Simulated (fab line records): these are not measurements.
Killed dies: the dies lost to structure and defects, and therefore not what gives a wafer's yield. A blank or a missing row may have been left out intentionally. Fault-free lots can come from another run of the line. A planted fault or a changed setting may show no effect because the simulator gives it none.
fab line records | flow n5Finfet
[record] lots = 5 | wafers = 12 | lastDay = 16
route steps=1938 shown STI_FIN_REVEAL@209 DUMMY_GATE@212 BEOL_M4@1111 PASSIVATION@1936
lots that met no fault: from a run of the same line without faults
startH: hours from the record's first day to the start of the lot's first wafer shown | waitH: time in hours since the lot's previous step | " repeats the value in the row above | L1.1+2: several wafers, shown together as one row | - no value, or no start given | * or withheld: withheld | < > ~ a bound
route shown NAME@n: a module of which the file shows steps, and the number in the route of the first | usual: mean/standard deviation of fault-free wafers | same: alike in all rows | chamber/n: place in a boat | sites: readings site by site | _std_site: standard deviation of those values | _edge_site: outer sites' mean less inner sites' | radiusMm: how far each site lies from the wafer's centre | mask NAME#n: copy n | behind: tool/chamber where the wafer was last shaped | hold: reason for holding the lot/hours on hold/outcome of the hold | device: which transistor (n, p or np) failed to switch | end of line: tests of these same wafers at the route's end | a step with no rows: only its recipe | killed: dies that structure and defects cost at the first sort, which is not the same as the wafer's yield | map: the dies of a wafer, with x for killed, . for not killed, _ for no die there
set.NAME: the setting the step ran with; set.NAME@STEP: the setting that earlier step ran with | model.NAME: the simulator's own value behind a step, which no gauge read
lots at some steps of the route; a table a step, a row a wafer
services: a tool's chamber out of use, with start hour (startH, from the record's first day; less than 0 if before it), hours out, and reason
[[steps]]
[step N5_STI_FIN_REVEAL_PRECLEAN_18]
[recipe] chemistry = SC2 | timeS = 45 | tempC = 35 | mix = 1:1:50
[step N5_STI_FIN_REVEAL_SRD_28]
[recipe] dry = ipaMarangoni | timeS = 30 | tempC = 23 | rinseLiquid = diw
[step N5_DUMMY_GATE_PRECLEAN_00]
[recipe] chemistry = O3/DIW | timeS = 60 | tempC = 22 | o3Ppm = 10
[step N5_DUMMY_GATE_SRD_01]
[recipe] timeS = 30 | tempC = 23 | rinseLiquid = diw | dry = ipaMarangoni
[step N5_DUMMY_GATE_ALD_02]
[recipe] material = SiO2 | targetThkA = 20 | tempC = 300 | aldPrecursorFamily = BDEAS | aldCoReactant = O2-plasma | pulseTimeS = 1 | pressureTorr = 2
[step N5_DUMMY_GATE_CVD_03]
[recipe] material = a-Si | targetThkA = 1500 | tempC = 530 | precursor = SiH4 | timeS = 8042
[step N5_DUMMY_GATE_PRECLEAN_46]
[recipe] chemistry = DIW | timeS = 89.5 | tempC = 23
[step N5_DUMMY_GATE_SRD_47]
[recipe] dryTimeS = 32 | dry = n2Spin | spinRpm = 1500
[step N5_DUMMY_GATE_CMP_04]
[recipe] material = a-Si | postCmpClean = alkalineBrush
[step N5_DUMMY_GATE_HM_DEP_06]
[recipe] material = SiNx | targetThkA = 800 | precursor = DCS/NH3 | tempC = 700 | pressureMtorr = 300 | timeS = 5141
[step N5_DUMMY_GATE_PECVD_30]
[recipe] material = SiO2 | targetThkA = 550 | tempC = 400 | precursor = TEOS/O2 | pressureTorr = 6.5 | rfW = withheld | teosFlowSccm = withheld | gas = O2 | flowSccm = 2650 | timeS = 10.8
[usual] susceptorTempC = 400.02/0.21
lot.wafer | tool     | chamber | startH | waitH | susceptorTempC | model.SiO2_of_DUMMY_GATE_PECVD_30.thkNm
L444.2    | pecvd-03 | 0       | 78.19  | 0.0   | 399.94         | 53.8
L444.3    | "        | 2       | "      | "     | 400.03         | 53.6
L444.4    | "        | 2       | "      | "     | 400.19         | 54.8
L451.1    | pecvd-03 | 2       | 121.67 | 0.0   | -              | 50.6
L451.5    | "        | 1       | "      | "     | 399.84         | 56.6
L452.3    | pecvd-03 | 1       | 123.76 | 0.0   | -              | 49.8
L452.5    | "        | 0       | "      | "     | 399.63         | 55.6
L453.1    | pecvd-03 | 0       | 132.67 | 0.0   | -              | 49
L453.3    | "        | 2       | "      | "     | -              | 49.2
L456.3    | pecvd-04 | 1       | 149.62 | 0.0   | 399.98         | 55.2
L456.5    | "        | 2       | "      | "     | 399.96         | 55.6
L456.6    | "        | 1       | "      | "     | 400.06         | 55.6
[step N5_DUMMY_GATE_COAT_34]
[recipe] resist = SOC | tempC = 250 | timeS = 60 | spinRpm = 1500 | resistThkNm = 60
[step N5_DUMMY_GATE_COAT_35]
[recipe] resist = SiARC | tempC = 220 | timeS = 60 | spinRpm = 1500 | resistThkNm = 10
[step N5_DUMMY_GATE_COAT_28]
[recipe] resist = underlayer | tempC = 205 | timeS = 60 | spinRpm = 1500 | resistThkNm = 10
[step N5_DUMMY_GATE_COAT_09]
[recipe] resist = CAR-EUV | spinRpm = 1500 | resistThkNm = 30
[step N5_DUMMY_GATE_EBR_11]
[recipe] solvent = PGMEA | ebrWidthMm = 1.5
[step N5_DUMMY_GATE_SOFTBAKE_10]
[recipe] tempC = 110 | timeS = 60 | resist = CAR-EUV
[step N5_DUMMY_GATE_EXPOSE_12]
[recipe] maskId = GATE | na = 0.33 | sourceShape = annular | sigmaInner = 0.2 | sigmaOuter = 0.6 | polarization = unpolarized | targetCdNm = 25 | doseMj = 34
[step N5_DUMMY_GATE_PEB_13]
[recipe] pebTempC = 100 | pebTimeS = 60 | resist = CAR-EUV
[step N5_DUMMY_GATE_DEVELOP_14]
[recipe] developTimeS = 30 | developer = TMAH | resist = CAR-EUV | rinseLiquid = surfactantRinse | dry = airSpin | devTempC = 23
[step N5_DUMMY_GATE_DESCUM_20]
[recipe] chemistry = O2 | timeS = 6.2 | sourcePowerW = 50 | biasPowerW = 20 | pressureMtorr = 20 | rfFrequencyHz = 2.712e+07 | tempC = 40 | resist = CAR-EUV | o2FlowSccm = 225
[step N5_DUMMY_GATE_ETCH_29]
[recipe] chemistry = N2/H2 | target = underlayer | targetDepthA = 130 | ionEnergyEv = 200 | pressureMtorr = 30 | sourceW = 840 | biasW = 150 | n2FlowSccm = 200 | h2FlowSccm = 200
[step N5_DUMMY_GATE_ETCH_36]
[recipe] chemistry = CF4 | target = SiARC | targetDepthA = 130 | pressureMtorr = 40 | sourceW = 545 | biasW = 36 | Ar_flow_sccm = 100 | cf4FlowSccm = 100 | ionEnergyEv = 80
[step N5_DUMMY_GATE_ETCH_37]
[recipe] chemistry = N2/H2 | target = SOC | targetDepthA = 600 | overetchA = 300 | tempC = 40 | ionEnergyEv = 200 | pressureMtorr = 30 | sourceW = 840 | biasW = 150 | n2FlowSccm = 200 | h2FlowSccm = 200
[step N5_DUMMY_GATE_STRIP_38]
[recipe] chemistry = N2/H2 | tempC = 40 | n2FlowSccm = 200 | h2FlowSccm = 200 | rfFrequencyHz = 6e+07
[step N5_DUMMY_GATE_STRIP_39]
[recipe] chemistry = N2/H2 | tempC = 40 | n2FlowSccm = 200 | h2FlowSccm = 200 | rfFrequencyHz = 6e+07
[step N5_DUMMY_GATE_TRIM_49]
[recipe] chemistry = O2 | resist = SOC | timeS = 29 | targetCdNm = 14 | sourcePowerW = 300 | biasPowerW = 0 | O2_flow_sccm = 100 | tempC = 20
[step N5_DUMMY_GATE_STRIP_40]
[recipe] chemistry = CF4 | resist = SiARC | powerW = 300 | biasPowerW = 75 | pressureMtorr = 50 | cf4FlowSccm = 150 | rfFrequencyHz = 6e+07
[step N5_DUMMY_GATE_ETCH_31]
[recipe] chemistry = C4F6/O2 | target = SiO2 | maskMaterial = SOC | targetDepthA = 825 | timeS = 27.5 | ionEnergyEv = 250 | pressureMtorr = 30 | sourceW = 345 | biasW = 185 | Ar_flow_sccm = 300 | C4F6_flow_sccm = 10 | O2_flow_sccm = 10
[step N5_DUMMY_GATE_STRIP_41]
[recipe] chemistry = O2 | powerW = 400 | tempC = 40 | pressureMtorr = 30 | rfFrequencyHz = 6e+07 | biasPowerW = 0 | overashFraction = 0.3 | o2FlowSccm = 225
[step N5_DUMMY_GATE_HM_OPEN_21]
[recipe] chemistry = CH3F/O2 | target = SiNx | targetDepthA = 1200 | Ar_flow_sccm = 150 | CH3F_flow_sccm = 30 | O2_flow_sccm = 23 | timeS = 171.4 | pressureMtorr = 30 | sourceW = 395 | biasW = 73 | ionEnergyEv = 120.7
[step N5_DUMMY_GATE_ETCH_32]
[recipe] chemistry = CF4 | target = SiO2 | targetDepthA = 35 | timeS = 3.9 | ionEnergyEv = 350 | pressureMtorr = 10 | icpW = 800 | biasW = 400 | cf4FlowSccm = 80
[step N5_DUMMY_GATE_ETCH_23]
[recipe] chemistry = HBr/Cl2/O2 | HBr_flow_sccm = 150 | Cl2_flow_sccm = 80 | O2_flow_sccm = 12 | biasW = 102 | targetDepthA = 410 | timeS = 22.3 | target = poly-Si | maskMaterial = SiO2 | pressureMtorr = 10 | icpW = 800
[step N5_DUMMY_GATE_ETCH_44]
[recipe] chemistry = HBr/O2 | overEtchFrac = 0.7 | targetDepthA = 1275 | stopOn = SiO2 | ionEnergyEv = 60 | biasW = 20 | target = poly-Si | maskMaterial = SiO2 | pressureMtorr = 20 | icpW = 400 | HBr_flow_sccm = 120 | O2_flow_sccm = 10
[usual] drypumpMotorCurrentA = 5.5/0.35 | oesProductAu = 0.729/0.01 | throttleValvePct = 18.54/0.21
[same] overEtchFrac = 0.7
lot.wafer | tool     | chamber | startH | waitH | drypumpMotorCurrentA | oesProductAu | rfHoursCounterH | throttleValvePct | model.SiO2_of_DUMMY_GATE_PECVD_30.thkNm
L444.2    | rieSi-05 | 1       | 79.53  | 0.0   | 6.3                  | 0.739        | 94              | 18.73            | 36.6
L444.3    | "        | 0       | "      | "     | 5.0                  | 0.707        | 86              | 18.53            | 37
L444.4    | "        | 3       | "      | "     | 5.6                  | 0.731        | 4               | 18.72            | 38.2
L451.1    | rieSi-05 | 0       | 123.18 | 0.0   | 5.0                  | 0.726        | 87              | 18.53            | 34
L451.5    | "        | 1       | "      | "     | 6.2                  | 0.738        | -               | 18.73            | 39.8
L452.3    | rieSi-01 | 0       | 125.21 | 0.0   | 5.6                  | 0.728        | 81              | 18.41            | 33.2
L452.5    | "        | 3       | "      | "     | 5.1                  | 0.743        | -               | 18.41            | 38.4
L453.1    | rieSi-01 | 3       | 134.02 | 0.0   | 5.1                  | 0.732        | 6               | 18.42            | 32.2
L453.3    | "        | 0       | "      | "     | 5.6                  | 0.725        | 81              | 18.40            | 32.4
L456.3    | rieSi-01 | 2       | 150.84 | 0.0   | 6.0                  | 0.734        | 2               | 18.75            | 38.2
L456.5    | "        | 0       | "      | "     | 5.7                  | 0.728        | -               | 18.41            | 39
L456.6    | "        | 3       | "      | "     | 5.1                  | 0.741        | -               | 18.41            | 38.6
[step N5_BEOL_M4_RC_MEAS_101]
[usual] DIBL_N = 36.3/1.6 | DIBL_P = 36.2/2 | IOFF_N = 0.160/0.028 | IOFF_P = 0.21/0.036 | ION_N = 677/11 | ION_P = 465/6.9 | SS_N = 71.5/0.55 | SS_P = 73.3/0.64 | VT_N = 250/3 | VT_P = -250/3.5
lot.wafer | tool      | chamber | startH | waitH | DIBL_N[mV/V] | DIBL_P[mV/V] | IOFF_N[nA/um] | IOFF_P[nA/um] | ION_N[uA/um] | ION_P[uA/um] | SS_N[mV/dec] | SS_P[mV/dec] | VT_N[mV] | VT_P[mV]
L444.2    | prober-02 | 0       | 202.88 | 0.2   | 39.6         | 38.5         | 0.186         | 0.26          | 680          | 468          | 71.5         | 73.9         | 247      | -247
L444.3    | "         | 0       | "      | "     | 40.0         | 39.4         | 0.186         | 0.27          | 678          | 469          | 72.4         | 74.2         | 247      | -246
L444.4    | "         | 0       | "      | "     | 40.5         | 39.6         | 0.221         | 0.27          | 694          | 471          | 71.8         | 73.8         | 245      | -244
L451.1    | prober-02 | 0       | 240.26 | 0.0   | 35.6         | 33.1         | 0.130         | 0.17          | 673          | 462          | 71.7         | 73.1         | 254      | -255
L451.5    | "         | 0       | "      | "     | 37.0         | 34.1         | 0.132         | 0.18          | 665          | 459          | 72.1         | 73.2         | 255      | -254
L452.3    | prober-01 | 0       | 242.49 | 0.3   | 36.2         | 37.5         | 0.169         | 0.20          | 685          | 469          | 71.6         | 73.2         | 251      | -252
L452.5    | "         | 0       | "      | "     | 35.6         | 36.1         | 0.153         | 0.19          | 675          | 463          | 72.1         | 74.4         | 249      | -255
L453.1    | prober-01 | 0       | 245.65 | 0.0   | 37.1         | 37.1         | 0.172         | 0.22          | 685          | 467          | 71.9         | 73.7         | 251      | -254
L453.3    | "         | 0       | "      | "     | 37.0         | 37.2         | 0.183         | 0.22          | 685          | 465          | 71.2         | 73.4         | 248      | -252
L456.3    | prober-02 | 0       | 277.06 | 0.3   | 36.4         | 37.5         | 0.163         | 0.22          | 686          | 468          | 71.4         | 73.2         | 249      | -251
L456.5    | "         | 0       | "      | "     | 33.8         | 33.3         | 0.114         | 0.17          | 658          | 459          | 70.8         | 72.3         | 256      | -254
L456.6    | "         | 0       | "      | "     | 34.0         | 35.1         | 0.117         | 0.18          | 658          | 459          | 71.4         | 73.5         | 253      | -255
[step N5_PASSIVATION_PROBE_49]
[usual] defectLimitedYield = 91.2/1.5 | killed_at_M0_to_M3 = 36/10 | killed_at_M4_up = 13/6 | killedAtContacts = 11/5.2 | killedAtFrontEnd = 40/11 | killedAtOther = 3.1/2.9 | killedDies = 104/17 | killedOpen = 66/12 | killedShort = 34/7.7 | sort_bin_5_function = 5.1/0.91 | sort_bin_6_memory = 3.2/0.67 | sortNPass = 1076/17 | sortYieldPct = 91.2/1.5
[same] grossDies = 1180 | killedAtBackSide = 0 | sort_bin_4_leakage[%] = 0 | sort_bin_8_speed[%] = 0
lot.wafer | tool      | chamber | startH | waitH | defectLimitedYield[%] | killed_at_M0_to_M3 | killed_at_M4_up | killedAtContacts | killedAtFrontEnd | killedAtOther | killedDies | killedOpen | killedShort | sort_bin_5_function[%] | sort_bin_6_memory[%] | sortNPass | sortYieldPct[%]
L452.3    | prober-02 | -       | 353.01 | 0.8   | 92.8                  | 38                 | 10              | 6                | 30               | 1             | 85         | 63         | 20          | 4.7                    | 2.4                  | 1095      | 92.8
// killed by level:class
L452.3 BEOL_M3:geometricParticle:open=12 BEOL_M0_SAQP:geometricParticle:open=8 STI_FIN_REVEAL:geometricParticle:open=6 MOL_CONTACT_COAG:geometricParticle:open=6 FIN_SAQP:geometricParticle:open=5 DUMMY_GATE:geometricParticle:open=5 BEOL_M2:geometricParticle:open=5 SPACER0:geometricParticle:open=4
[[services]]
tool     | chamber | startH | hours | kind
pecvd-04 | -       | 61.00  | 2.8   | pm
pecvd-03 | 1       | 68.38  | 5.5   | scheduledDown
pecvd-04 | -       | 72.54  | 5.5   | pm
pecvd-03 | -       | 73.61  | 0.9   | repair
pecvd-03 | 1       | 88.19  | 15.6  | repair
[[key]]
firstSign none at tools or gauges
[modelEffect] step = N5_DUMMY_GATE_PECVD_30 | value = SiO2_of_DUMMY_GATE_PECVD_30.thkNm | without = 54.7 | struck = 49.65
[modelEffect] step = N5_DUMMY_GATE_ETCH_44 | value = SiO2_of_DUMMY_GATE_PECVD_30.thkNm | without = 37.9 | struck = 32.95
metAt N5_DUMMY_GATE_PECVD_30
struckWafers L451.1,L452.3,L453.1,L453.3
onsetBetween 78.19 121.67
[fault] kind = processParameterDrift | tool = pecvd-03 | chamber = - | onsetH = 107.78 | steps = N5_DUMMY_GATE_PECVD_30 | channel = timeS | offset = * | shape = step | endH = 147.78 | scope = struckWafersOnly | actsIn = * | stated = *
